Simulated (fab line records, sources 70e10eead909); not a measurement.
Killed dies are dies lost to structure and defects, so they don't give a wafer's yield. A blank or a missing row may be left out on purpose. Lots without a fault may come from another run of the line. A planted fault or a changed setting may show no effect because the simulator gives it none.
Chamber matching | flow nand_harc | NHARC_P_GATE_DESCUM_93 on rie_diel-05: 4 sister chambers
The step chemistry O2, time 3 s. 4 wafers are shown with their chamber, then 10 later ones without.

WAFERS WITH THEIR CHAMBER
wafer  | chamber | drypump_motor_current_A (A)
L080.4 | 1       | 5.9
L082.2 | 3       | 6.7
L094.1 | 0       | 5.8
L094.4 | 2       | 6.2

WAFERS WITHOUT THEIR CHAMBER
wafer  | drypump_motor_current_A (A)
L094.5 | 5.9
L094.2 | 6.6
L094.3 | 5.9
L094.6 | 5.9
L095.1 | 5.8
L095.2 | 6.6
L095.5 | 5.9
L096.2 | 6.1
L096.3 | 6.6
L096.6 | 5.8

WHICH CHAMBER EACH WENT THROUGH
wafer  | from the rows above     | in truth
L094.5 | can't be placed: 1 or 0 | 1
L094.2 | 3                       | 3
L094.3 | can't be placed: 1 or 0 | 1
L094.6 | can't be placed: 1 or 0 | 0
L095.1 | can't be placed: 0 or 1 | 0
L095.2 | 3                       | 3
L095.5 | can't be placed: 1 or 0 | 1
L096.2 | can't be placed: 2 or 1 | 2
L096.3 | 3                       | 3
L096.6 | can't be placed: 0 or 1 | 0
Placed correctly: 3 of 10. Can't be placed from these rows: 7 (the true chamber is among the candidates in 7). Placed wrongly: 0.
How it was worked out, from the rows above alone: a wafer's distance from a chamber is the root of the sum, over the readings, of the square of ((its reading less the chamber's mean) divided by the reading's scatter). The wafer belongs to the nearest chamber; if the next one is less than 2 further off, it can't be placed. A chamber's mean is the mean of its shown wafers. The scatter: with one shown wafer a chamber, the root of the mean of the squares of how far each hidden wafer lies from its nearest shown one.
